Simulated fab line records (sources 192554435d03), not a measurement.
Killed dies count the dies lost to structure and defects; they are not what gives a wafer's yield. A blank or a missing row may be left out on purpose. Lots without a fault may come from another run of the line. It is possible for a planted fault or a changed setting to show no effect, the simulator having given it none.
Which tool is to blame?	flow n5 finfet	28 wafers from 10 lots sampled at 6 of the route's 1938 steps

== WHAT THE GAUGES SHOWED, per wafer ==
N5_PASSIVATION_INSPECT_57: inspects for defects (macro).
lot	measured	on	raw defect count
L360	day 13 05:32	defect inspect-02	2 3 1
L361	day 13 05:54	defect inspect-02	1 3 1
L372	day 16 10:28	defect inspect-02	98 107 85
L374	day 16 13:56	defect inspect-01	2 1 3
L373	day 16 21:14	defect inspect-02	109 97 103
L378	day 17 06:56	defect inspect-01	5 1
L377	day 17 12:22	defect inspect-01	3 2 2
L376	day 17 12:39	defect inspect-02	2 5
L380	day 17 17:28	defect inspect-02	1 0 3
L379	day 17 18:00	defect inspect-01	3 0 3

== WHICH TOOL RAN EACH LOT (tool, then ch and the chambers of the sampled wafers, then the start) ==
lot	N5_PASSIVATION_ETCH_59	N5_PASSIVATION_DESCUM_46	N5_PASSIVATION_PASS_ETCH_47	N5_PASSIVATION_STRIP_48	N5_PASSIVATION_PROBE_49
L360	rie metal-01 ch 0,1, day 13 00:23	rie diel-04 ch 0,2,3, day 13 02:07	rie diel-04 ch 0,2,3, day 13 02:10	rie diel-04 ch 0,2,3, day 13 02:41	prober-02, day 13 05:11
L361	rie metal-02 ch 0,1, day 13 00:41	rie diel-06 ch 1,2,3, day 13 02:30	rie diel-06 ch 1,2,3, day 13 02:32	rie diel-06 ch 1,2,3, day 13 03:03	prober-01, day 13 05:42
L372	rie metal-02 ch 1, day 16 05:32	rie diel-06 ch 1,2, day 16 07:04	rie diel-06 ch 1,2, day 16 07:05	rie diel-06 ch 1,2, day 16 07:37	prober-02, day 16 10:09
L374	rie metal-01 ch 0,1, day 16 09:18	rie diel-06 ch 2,3, day 16 10:31	rie diel-06 ch 2,3, day 16 10:34	rie diel-06 ch 2,3, day 16 11:04	prober-01, day 16 13:41
L373	rie metal-02 ch 0,1, day 16 16:29	rie diel-04 ch 1,2,3, day 16 17:50	rie diel-04 ch 1,2,3, day 16 17:52	rie diel-04 ch 1,2,3, day 16 18:23	prober-02, day 16 20:56
L378	rie metal-01 ch 0,1, day 17 02:11	rie diel-04 ch 0,3, day 17 03:34	rie diel-04 ch 0,3, day 17 03:41	rie diel-04 ch 0,3, day 17 04:07	prober-01, day 17 06:47
L377	rie metal-02 ch 1, day 17 07:30	rie diel-01 ch 0,2,3, day 17 08:58	rie diel-01 ch 0,2,3, day 17 09:00	rie diel-01 ch 0,2,3, day 17 09:31	prober-02, day 17 12:01
L376	rie metal-03 ch 0, day 17 07:36	rie diel-04 ch 1,3, day 17 09:15	rie diel-04 ch 1,3, day 17 09:17	rie diel-04 ch 1,3, day 17 09:49	prober-01, day 17 12:18
L380	rie metal-03 ch 0,1, day 17 12:36	rie diel-04 ch 0,1,3, day 17 13:59	rie diel-04 ch 0,1,3, day 17 14:07	rie diel-04 ch 0,1,3, day 17 14:32	prober-02, day 17 17:15
L379	rie metal-01 ch 1, day 17 13:00	rie diel-04 ch 0,1, day 17 14:34	rie diel-04 ch 0,1, day 17 14:35	rie diel-04 ch 0,1, day 17 15:07	prober-02, day 17 17:38
- N5_PASSIVATION_ETCH_59: etches TaN in Cl2/BCl3, target depth 65 nm, time 34.9 s.
- N5_PASSIVATION_DESCUM_46: chemistry O2, time 7.9 s.
- N5_PASSIVATION_PASS_ETCH_47: etches SiNx in CF4/O2, target depth 770 nm, time 385 s.
- N5_PASSIVATION_STRIP_48: strips in O2.
- N5_PASSIVATION_PROBE_49

== THE ANSWER, worked out from the rows above alone ==
Rule: the usual values come from the lots themselves. Put in order of their means at a reading, lots are off if they are a third of the lots or fewer, leave a main group of 4 or more, and stand apart from it by a gap of 3 or more times the standard deviation of the main group's means; of several such gaps the widest counts. A main group whose means are all the same, to the digits that the tables above print for the reading, isn't used. A lot without any number at a reading at which 4 lots or more have one is off too. Where the step has rows for the other lots, those lots are counted as sound.
Off at N5_PASSIVATION_INSPECT_57 (raw defect count): L372, L373. The main group has a mean of 2.2 with a standard deviation of 0.66.
If a tool, at a process step before that reading, ran all the lots that are off and no sound lot after the first of them, it fits. The gauges at N5_PASSIVATION_INSPECT_57 are tried like those tools. No candidate that was tried fits.

== WHAT THE SIMULATOR HAD PUT IN ==
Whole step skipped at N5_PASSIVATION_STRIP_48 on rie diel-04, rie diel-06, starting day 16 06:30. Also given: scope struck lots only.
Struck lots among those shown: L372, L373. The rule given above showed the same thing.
